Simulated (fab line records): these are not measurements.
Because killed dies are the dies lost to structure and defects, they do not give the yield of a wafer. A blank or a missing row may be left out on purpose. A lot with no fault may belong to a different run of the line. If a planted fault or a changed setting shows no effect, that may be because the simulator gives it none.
Tool commonality check :: flow n5 finfet :: Lots sampled 11, wafers sampled 32

== THE REASON FOR OPENING IT ==
Flagged at N5_BEOL_M5_INSPECT_58: reading raw defect count, on 2 of 11 lots. Wafers without a fault read 68, standard deviation 24.
Rule: a lot is flagged when every wafer of it that has a number lies more than 4 standard deviations from that mean, or none has a number. The rest of the lots are taken to be sound.

lot: L537
measured: day 8 12:16
on: defect inspect-02
raw defect count, wafer by wafer: 45 41 47
flag: 

lot: L543
measured: day 9 16:14
on: defect inspect-02
raw defect count, wafer by wafer: 56 18 45
flag: 

lot: L544
measured: day 10 01:47
on: defect inspect-02
raw defect count, wafer by wafer: 86 65 61
flag: 

lot: L547
measured: day 10 13:44
on: defect inspect-01
raw defect count, wafer by wafer: 72 46 54
flag: 

lot: L548
measured: day 11 07:07
on: defect inspect-02
raw defect count, wafer by wafer: 62 59 52
flag: 

lot: L549
measured: day 11 15:34
on: defect inspect-02
raw defect count, wafer by wafer: 366 413
flag: FLAGGED

lot: L550
measured: day 11 20:40
on: defect inspect-02
raw defect count, wafer by wafer: 71 58 55
flag: 

lot: L552
measured: day 11 21:46
on: defect inspect-02
raw defect count, wafer by wafer: 340 390 393
flag: FLAGGED

lot: L560
measured: day 14 11:14
on: defect inspect-01
raw defect count, wafer by wafer: 56 48 87
flag: 

lot: L558
measured: day 14 11:16
on: defect inspect-01
raw defect count, wafer by wafer: 94 96 76
flag: 

lot: L559
measured: day 14 17:20
on: defect inspect-02
raw defect count, wafer by wafer: 51 65 64
flag: 
On average the flagged lots' numbers are 380, which is +312 against the usual, or +13 standard deviations.

== WHICH TOOL EACH LOT WENT THROUGH ==
4 process steps preceding the reading are held in the record, out of 1938 steps in the route. Each cell gives the tool, then ch followed by the chambers the sampled wafers passed through, then the start.
lot: L537
flag: 
N5_BEOL_M5_ANNEAL_82: pvd sputter-03, day 8 07:55
N5_BEOL_M5_SPUTTER_83: pvd sputter-03, day 8 08:56
N5_BEOL_M5_SPUTTER_88: pvd sputter-03, day 8 10:01
N5_BEOL_M5_PRE_CLEAN_77: cvd co-02 ch 0,1, day 8 11:59

lot: L543
flag: 
N5_BEOL_M5_ANNEAL_82: pvd sputter-02, day 9 11:51
N5_BEOL_M5_SPUTTER_83: pvd sputter-02, day 9 12:52
N5_BEOL_M5_SPUTTER_88: pvd sputter-02, day 9 13:57
N5_BEOL_M5_PRE_CLEAN_77: cvd co-02 ch 0,1,2, day 9 16:01

lot: L544
flag: 
N5_BEOL_M5_ANNEAL_82: pvd sputter-02, day 9 21:29
N5_BEOL_M5_SPUTTER_83: pvd sputter-02, day 9 22:29
N5_BEOL_M5_SPUTTER_88: pvd sputter-02, day 9 23:35
N5_BEOL_M5_PRE_CLEAN_77: cvd co-02 ch 0,1,2, day 10 01:30

lot: L547
flag: 
N5_BEOL_M5_ANNEAL_82: pvd sputter-01, day 10 09:26
N5_BEOL_M5_SPUTTER_83: pvd sputter-01, day 10 10:26
N5_BEOL_M5_SPUTTER_88: pvd sputter-01, day 10 11:32
N5_BEOL_M5_PRE_CLEAN_77: cvd co-02 ch 0,1, day 10 13:27

lot: L548
flag: 
N5_BEOL_M5_ANNEAL_82: pvd sputter-01, day 11 02:35
N5_BEOL_M5_SPUTTER_83: pvd sputter-01, day 11 03:35
N5_BEOL_M5_SPUTTER_88: pvd sputter-01, day 11 04:40
N5_BEOL_M5_PRE_CLEAN_77: cvd co-02 ch 0,1, day 11 06:52

lot: L549
flag: FLAGGED
N5_BEOL_M5_ANNEAL_82: pvd sputter-01, day 11 10:58
N5_BEOL_M5_SPUTTER_83: pvd sputter-01, day 11 11:58
N5_BEOL_M5_SPUTTER_88: pvd sputter-01, day 11 13:04
N5_BEOL_M5_PRE_CLEAN_77: cvd co-02 ch 2, day 11 15:19

lot: L550
flag: 
N5_BEOL_M5_ANNEAL_82: pvd sputter-01, day 11 16:25
N5_BEOL_M5_SPUTTER_83: pvd sputter-01, day 11 17:25
N5_BEOL_M5_SPUTTER_88: pvd sputter-01, day 11 18:31
N5_BEOL_M5_PRE_CLEAN_77: cvd co-01 ch 0,1,2, day 11 20:26

lot: L552
flag: FLAGGED
N5_BEOL_M5_ANNEAL_82: pvd sputter-02, day 11 17:14
N5_BEOL_M5_SPUTTER_83: pvd sputter-02, day 11 18:14
N5_BEOL_M5_SPUTTER_88: pvd sputter-02, day 11 19:19
N5_BEOL_M5_PRE_CLEAN_77: cvd co-02 ch 0,1,2, day 11 21:31

lot: L560
flag: 
N5_BEOL_M5_ANNEAL_82: pvd sputter-01, day 14 06:47
N5_BEOL_M5_SPUTTER_83: pvd sputter-01, day 14 07:48
N5_BEOL_M5_SPUTTER_88: pvd sputter-01, day 14 08:59
N5_BEOL_M5_PRE_CLEAN_77: cvd co-02 ch 0,1,2, day 14 10:59

lot: L558
flag: 
N5_BEOL_M5_ANNEAL_82: pvd sputter-02, day 14 07:00
N5_BEOL_M5_SPUTTER_83: pvd sputter-02, day 14 08:01
N5_BEOL_M5_SPUTTER_88: pvd sputter-02, day 14 09:05
N5_BEOL_M5_PRE_CLEAN_77: cvd co-01 ch 0,1,2, day 14 11:01

lot: L559
flag: 
N5_BEOL_M5_ANNEAL_82: pvd sputter-03, day 14 12:56
N5_BEOL_M5_SPUTTER_83: pvd sputter-03, day 14 13:57
N5_BEOL_M5_SPUTTER_88: pvd sputter-03, day 14 15:02
N5_BEOL_M5_PRE_CLEAN_77: cvd co-01 ch 1,2, day 14 17:05
What these steps do:
- N5_BEOL_M5_ANNEAL_82: time 1800 s.
- N5_BEOL_M5_SPUTTER_83: material Cu, target thk 15 nm, time 27.62 s.
- N5_BEOL_M5_SPUTTER_88: material Cu, target thk 15 nm, time 27.62 s.
- N5_BEOL_M5_PRE_CLEAN_77: time 15 s.
- N5_BEOL_M5_INSPECT_58: inspects for defects (darkfield).

== FLAGGED OVER TOTAL, TOOL BY TOOL (the gauges that took the reading come last) ==
step: N5_BEOL_M5_ANNEAL_82
tool: pvd sputter-01
lots run: 5
flagged: 1
share of the flagged lots: some
sound lots run after its first flagged lot: 2 (L550,L560)

step: N5_BEOL_M5_ANNEAL_82
tool: pvd sputter-02
lots run: 4
flagged: 1
share of the flagged lots: some
sound lots run after its first flagged lot: 1 (L558)

step: N5_BEOL_M5_ANNEAL_82
tool: pvd sputter-03
lots run: 2
flagged: 0
share of the flagged lots: none
sound lots run after its first flagged lot: -

step: N5_BEOL_M5_SPUTTER_83
tool: pvd sputter-01
lots run: 5
flagged: 1
share of the flagged lots: some
sound lots run after its first flagged lot: 2 (L550,L560)

step: N5_BEOL_M5_SPUTTER_83
tool: pvd sputter-02
lots run: 4
flagged: 1
share of the flagged lots: some
sound lots run after its first flagged lot: 1 (L558)

step: N5_BEOL_M5_SPUTTER_83
tool: pvd sputter-03
lots run: 2
flagged: 0
share of the flagged lots: none
sound lots run after its first flagged lot: -

step: N5_BEOL_M5_SPUTTER_88
tool: pvd sputter-01
lots run: 5
flagged: 1
share of the flagged lots: some
sound lots run after its first flagged lot: 2 (L550,L560)

step: N5_BEOL_M5_SPUTTER_88
tool: pvd sputter-02
lots run: 4
flagged: 1
share of the flagged lots: some
sound lots run after its first flagged lot: 1 (L558)

step: N5_BEOL_M5_SPUTTER_88
tool: pvd sputter-03
lots run: 2
flagged: 0
share of the flagged lots: none
sound lots run after its first flagged lot: -

step: N5_BEOL_M5_PRE_CLEAN_77
tool: cvd co-01
lots run: 3
flagged: 0
share of the flagged lots: none
sound lots run after its first flagged lot: -

step: N5_BEOL_M5_PRE_CLEAN_77
tool: cvd co-02
lots run: 8
flagged: 2
share of the flagged lots: all
sound lots run after its first flagged lot: 1 (L560)

step: N5_BEOL_M5_INSPECT_58
tool: defect inspect-01
lots run: 3
flagged: 0
share of the flagged lots: none
sound lots run after its first flagged lot: -

step: N5_BEOL_M5_INSPECT_58
tool: defect inspect-02
lots run: 8
flagged: 2
share of the flagged lots: all
sound lots run after its first flagged lot: 2 (L550,L559)

== WHAT IS ALLOWED BY THE TABLE ==
2 rows of the table ran every flagged lot: cvd co-02 at N5_BEOL_M5_PRE_CLEAN_77, defect inspect-02 at N5_BEOL_M5_INSPECT_58.
- cvd co-02 at N5_BEOL_M5_PRE_CLEAN_77 ran 8 lots, 2 of them flagged. Lots that were sound ran on it after the first flagged one (L560); a persistent fault on the entire tool would not allow that.
- defect inspect-02 at N5_BEOL_M5_INSPECT_58 ran 8 lots, 2 of them flagged. Lots that were sound ran on it after the first flagged one (L550, L559); a persistent fault on the entire tool would not allow that.
No row of the table ran every flagged lot and no sound lot after the first.

== WHAT THE SIMULATOR HAD INSERTED ==
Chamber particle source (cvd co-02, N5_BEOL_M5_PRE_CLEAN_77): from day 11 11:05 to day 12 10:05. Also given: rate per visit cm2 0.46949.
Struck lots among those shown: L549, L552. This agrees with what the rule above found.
